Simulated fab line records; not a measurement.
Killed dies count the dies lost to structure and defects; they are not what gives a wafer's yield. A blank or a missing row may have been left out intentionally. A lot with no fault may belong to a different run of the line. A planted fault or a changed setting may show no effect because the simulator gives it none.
Matching of chambers + flow n5Finfet + N5_BEOL_M5_PRE_CLEAN_77 on cvdCo-02: 3 sister chambers
The step time 15 s. 3 wafers are shown with their chamber, then 7 later ones without.

WAFERS, EACH WITH ITS CHAMBER
| wafer  | chamber | heaterPowerW (W) |
|--------|---------|------------------|
| L891.4 | 0       | 95               |
| L883.3 | 2       | 76               |
| L883.4 | 1       | 98               |

WAFERS WITH NO CHAMBER GIVEN
| wafer  | heaterPowerW (W) |
|--------|------------------|
| L883.6 | 78               |
| L898.2 | 92               |
| L898.5 | 94               |
| L898.6 | 75               |
| L895.2 | 93               |
| L895.3 | 74               |
| L895.6 | 94               |

THE CHAMBER EACH PASSED THROUGH
| wafer  | from the rows above     | in truth |
|--------|-------------------------|----------|
| L883.6 | 2                       | 2        |
| L898.2 | can't be placed: 0 or 1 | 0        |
| L898.5 | can't be placed: 0 or 1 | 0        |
| L898.6 | 2                       | 2        |
| L895.2 | can't be placed: 0 or 1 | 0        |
| L895.3 | 2                       | 2        |
| L895.6 | can't be placed: 0 or 1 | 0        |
3 of 7 placed correctly. These rows do not allow placing 4 (true chamber among the candidates in 4). Placed wrongly: 0.
How it was worked out, from the rows above alone: a wafer's distance from a chamber is the root of the sum, over the readings, of the square of ((its reading less the chamber's mean) divided by the reading's scatter). The wafer belongs to the nearest chamber; if the next one is less than 2 further off, it can't be placed. The mean given for a chamber averages the wafers shown for that chamber. The scatter: root of mean squared gap, hidden wafer to nearest shown wafer, with one shown wafer a chamber.
